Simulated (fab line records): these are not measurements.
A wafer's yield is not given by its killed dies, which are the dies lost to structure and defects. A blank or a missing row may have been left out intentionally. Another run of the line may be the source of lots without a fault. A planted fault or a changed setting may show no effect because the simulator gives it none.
Which of the tools did it? + flow n5 finfet + 14 lots with 42 wafers sampled at 3 steps, on a route of 1938 steps

WHAT EACH GAUGE READ, for each wafer
N5_PASSIVATION_CD_MEAS_10: target cd 3000 nm. Usual: cd nm at 3000.5 nm, with a standard deviation of 1.9.
| lot  | measured     | on        | cd nm (nm)           | flag |
|------|--------------|-----------|----------------------|------|
| L669 | day 12 22:48 | cd sem-03 | 2998.7 3002.5 2999.6 |      |
| L671 | day 13 03:20 | cd sem-01 | 3000.7 2999.4 2997.5 |      |
| L670 | day 12 22:38 | cd sem-01 | 2999.2 2999.2 3002.4 |      |
| L673 | day 13 20:38 | cd sem-02 | 3000.9 3002.1 3001.8 |      |
| L674 | day 14 19:05 | cd sem-01 | 3003.6 3000.7 3002.4 |      |
| L675 | day 15 03:47 | cd sem-01 | 3000.0 3002.0 3001.6 |      |
| L676 | day 15 03:37 | cd sem-03 | 2999.0 3000.7 3000.8 |      |
| L684 | day 18 00:59 | cd sem-02 | 2997.9 2999.0 3001.3 |      |
| L687 | day 18 04:55 | cd sem-02 | 2999.0 2999.4 2999.5 |      |
| L685 | day 18 07:47 | cd sem-03 | 3002.9 3003.1 2998.5 |      |
| L689 | day 18 09:08 | cd sem-03 | 3003.0 3001.4 2999.4 |      |
| L686 | day 18 18:52 | cd sem-01 | 3002.5 2999.5 3001.0 |      |
| L691 | day 19 12:36 | cd sem-02 | 3002.5 3002.6 3000.5 |      |
| L690 | day 19 11:45 | cd sem-02 | 3000.1 3001.9 2997.8 |      |

EACH LOT AND THE TOOL THAT RAN IT (in order: tool; ch and the chambers of the sampled wafers; start)
| lot  | N5_BEOL_M15_ETCH_61                | N5_BEOL_M15_STRIP_62                          |
|------|------------------------------------|-----------------------------------------------|
| L669 | rie diel-03 ch 1,3, day 12 12:50   | rie diel-05 ch 0,2, day 12 22:48 or earlier   |
| L671 | rie diel-02 ch 1,3, day 12 13:00   | rie diel-05 ch 1,2, day 13 03:20 or earlier   |
| L670 | rie diel-02 ch 1,2,3, day 12 13:55 | rie diel-02 ch 1,2,3, day 12 22:38 or earlier |
| L673 | rie diel-02 ch 1,3, day 13 10:34   | rie diel-03 ch 0,1,3, day 13 20:38 or earlier |
| L674 | rie diel-02 ch 0,1,3, day 14 07:55 | rie diel-03 ch 0,1,3, day 14 19:05 or earlier |
| L675 | rie diel-05 ch 0,1,2, day 14 14:07 | rie diel-02 ch 0,1,2, day 15 03:47 or earlier |
| L676 | rie diel-02 ch 0,2,3, day 14 14:26 | rie diel-05 ch 1,2,3, day 15 03:37 or earlier |
| L684 | rie diel-02 ch 0,1,2, day 17 10:58 | rie diel-02 ch 1,2, day 18 00:59 or earlier   |
| L687 | rie diel-02 ch 0,2, day 17 15:05   | rie diel-05 ch 0,3, day 18 04:55 or earlier   |
| L685 | rie diel-05 ch 1,2,3, day 17 15:11 | rie diel-02 ch 0,1,2, day 18 07:47 or earlier |
| L689 | rie diel-05 ch 0,1,3, day 18 00:28 | rie diel-03 ch 1,2,3, day 18 09:08 or earlier |
| L686 | rie diel-05 ch 0,2, day 18 00:48   | rie diel-05 ch 0,1,3, day 18 18:52 or earlier |
| L691 | rie diel-05 ch 0,1,3, day 18 23:35 | rie diel-05 ch 0,1,2, day 19 12:36 or earlier |
| L690 | rie diel-03 ch 1,3, day 19 00:04   | rie diel-02 ch 0,2,3, day 19 11:45 or earlier |
- N5_BEOL_M15_ETCH_61: etches BARC in N2/H2, target depth 89 nm, overetch 26.7 nm, time 67.9 s.
- N5_BEOL_M15_STRIP_62: strips in O2.

WHAT THE TOOLS THEMSELVES READ (means of the sampled wafers that have a number; where no wafer has one, the mark that the record gives instead)
N5_BEOL_M15_ETCH_61. Usual: drypump motor current A 5.6 A, standard deviation 0.5; oes product au 0.70 a.u., standard deviation 0.076; rf vpp V 524.4 V, standard deviation 2.6; showerhead plenum p Torr 2.55 Torr, standard deviation 0.092; throttle valve pct 17.63 %, standard deviation 0.24.
| lot  | tool        | drypump motor current A (A) | oes product au (a.u.) | rf vpp V (V) | showerhead plenum p Torr (Torr) | throttle valve pct (%) | flag |
|------|-------------|-----------------------------|-----------------------|--------------|---------------------------------|------------------------|------|
| L669 | rie diel-03 | 6.0                         | 0.74                  | 523.2        | 2.51                            | 17.47                  |      |
| L671 | rie diel-02 | 6.3                         | 0.63                  | 521.2        | 2.41                            | 17.86                  |      |
| L670 | rie diel-02 | 6.0                         | 0.62                  | 522.0        | 2.48                            | 17.85                  |      |
| L673 | rie diel-02 | 6.3                         | 0.62                  | 520.4        | 2.41                            | 17.87                  |      |
| L674 | rie diel-02 | 5.8                         | 0.68                  | 521.3        | 2.47                            | 17.63                  |      |
| L675 | rie diel-05 | 5.5                         | 0.75                  | 525.4        | 2.62                            | 17.60                  |      |
| L676 | rie diel-02 | 5.5                         | 0.67                  | 524.3        | 2.53                            | 17.63                  |      |
| L684 | rie diel-02 | 5.7                         | 0.66                  | 524.4        | 2.53                            | 17.72                  |      |
| L687 | rie diel-02 | 5.4                         | 0.65                  | 524.8        | 2.60                            | 17.69                  |      |
| L685 | rie diel-05 | 5.3                         | 0.74                  | 527.2        | 2.64                            | 17.52                  |      |
| L689 | rie diel-05 | 5.3                         | 0.73                  | 524.3        | 2.57                            | 17.59                  |      |
| L686 | rie diel-05 | 5.6                         | 0.74                  | 525.9        | 2.61                            | 17.64                  |      |
| L691 | rie diel-05 | 5.3                         | 0.72                  | 525.0        | 2.56                            | 17.60                  |      |
| L690 | rie diel-03 | 5.6                         | 0.66                  | 524.4        | 2.53                            | 17.69                  |      |

N5_BEOL_M15_STRIP_62. Usual: drypump motor current A 5.6 A, standard deviation 0.44; oes product au 0.84 a.u., standard deviation 0.096; rf vpp V 3.7 V, standard deviation 0.47; showerhead plenum p Torr 2.12 Torr, standard deviation 0.078; throttle valve pct 16.51 %, standard deviation 0.25.
| lot  | tool        | drypump motor current A (A) | oes product au (a.u.) | rf vpp V (V) | showerhead plenum p Torr (Torr) | throttle valve pct (%) | flag |
|------|-------------|-----------------------------|-----------------------|--------------|---------------------------------|------------------------|------|
| L669 | rie diel-05 | 5.6                         | 0.94                  | 3.5          | 2.13                            | 16.60                  |      |
| L671 | rie diel-05 | 5.4                         | 0.87                  | 3.5          | 2.22                            | 16.44                  |      |
| L670 | rie diel-02 | 6.0                         | 0.72                  | 4.2          | 2.05                            | 16.74                  |      |
| L673 | rie diel-03 | 5.6                         | 0.80                  | 3.5          | 2.10                            | 16.43                  |      |
| L674 | rie diel-03 | 5.6                         | 0.79                  | 3.7          | 2.10                            | 16.46                  |      |
| L675 | rie diel-02 | 5.7                         | 0.79                  | 3.8          | 2.11                            | 16.54                  |      |
| L676 | rie diel-05 | 5.3                         | 0.90                  | 3.9          | 2.19                            | 16.44                  |      |
| L684 | rie diel-02 | 5.9                         | 0.69                  | 3.6          | 2.11                            | 16.80                  |      |
| L687 | rie diel-05 | 5.2                         | 0.91                  | 3.5          | 2.11                            | 16.47                  |      |
| L685 | rie diel-02 | 5.7                         | 0.77                  | 3.4          | 2.10                            | 16.58                  |      |
| L689 | rie diel-03 | 5.7                         | 0.82                  | 3.8          | 2.08                            | 16.32                  |      |
| L686 | rie diel-05 | 5.3                         | 0.85                  | 3.9          | 2.13                            | 16.51                  |      |
| L691 | rie diel-05 | 5.5                         | 0.84                  | 3.2          | 2.16                            | 16.60                  |      |
| L690 | rie diel-02 | 5.5                         | 0.93                  | 3.5          | 2.18                            | 16.25                  |      |

THE ANSWER, worked out from the rows above alone
Rule: take the mean of a lot's wafers that have a number; if it is more than 3 standard deviations from the usual mean, the lot is off. Also off: a lot with no number at a reading for which 4 or more lots have one. The other lots that the step has rows for count as sound. The gauges are gone through in route order, then the tools' own readings, and for those a lot's mean is taken as printed above. At the first step where some lot is off, the reading lying furthest off is the one used; lots without a number count as furthest.
No lot is off at any reading shown: from this, nothing can be told.

WHAT THE SIMULATOR HAD INSERTED
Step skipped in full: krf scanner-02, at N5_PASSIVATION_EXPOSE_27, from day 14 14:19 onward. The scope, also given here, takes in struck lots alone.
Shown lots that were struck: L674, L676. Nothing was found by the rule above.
